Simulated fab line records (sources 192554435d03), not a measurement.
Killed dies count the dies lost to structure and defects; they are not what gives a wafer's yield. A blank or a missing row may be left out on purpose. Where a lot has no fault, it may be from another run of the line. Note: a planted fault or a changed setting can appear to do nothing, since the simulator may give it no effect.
Matching of chambers | flow n5 finfet | N5_MOL_CONTACT_COAG_ALD_123 on ald sin-01: 4 sister chambers
The step deposits SiNx, target thk 5 nm, pulse time 1 s, purge time 2 s. 4 wafers are shown with their chamber, then 9 later ones without.

## WAFERS, EACH WITH ITS CHAMBER
wafer  | chamber | heater power w (W)
L079.5 | 2       | 953
L084.2 | 1       | 799
L085.2 | 3       | 753
L085.6 | 0       | 962

## WAFERS WHOSE CHAMBER IS MISSING
wafer  | heater power w (W)
L091.1 | 942
L091.4 | 972
L091.6 | 806
L095.1 | 970
L095.2 | 762
L095.4 | 954
L097.4 | 951
L097.5 | 1003
L097.6 | 748

## CHAMBER TAKEN BY EACH
wafer  | from the rows above     | in truth
L091.1 | can't be placed: 2 or 0 | 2
L091.4 | can't be placed: 0 or 2 | 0
L091.6 | 1                       | 1
L095.1 | can't be placed: 0 or 2 | 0
L095.2 | can't be placed: 3 or 1 | 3
L095.4 | can't be placed: 2 or 0 | 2
L097.4 | can't be placed: 2 or 0 | 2
L097.5 | can't be placed: 0 or 2 | 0
L097.6 | 3                       | 3
Correct placement for 2 of the 9. Can't be placed from these rows: 7 (the true chamber is among the candidates in 7). Number placed wrongly: 0.
How it was worked out, from the rows above alone: a wafer's distance from a chamber is the root of the sum, over the readings, of the square of ((its reading less the chamber's mean) divided by the reading's scatter). If the next closest chamber is less than 2 further off than the closest, the wafer can't be placed; otherwise it belongs to the closest. For every chamber, the mean is computed from those of its wafers that are shown. The scatter: with one shown wafer a chamber, the root of the mean of the squares of how far each hidden wafer lies from its nearest shown one.
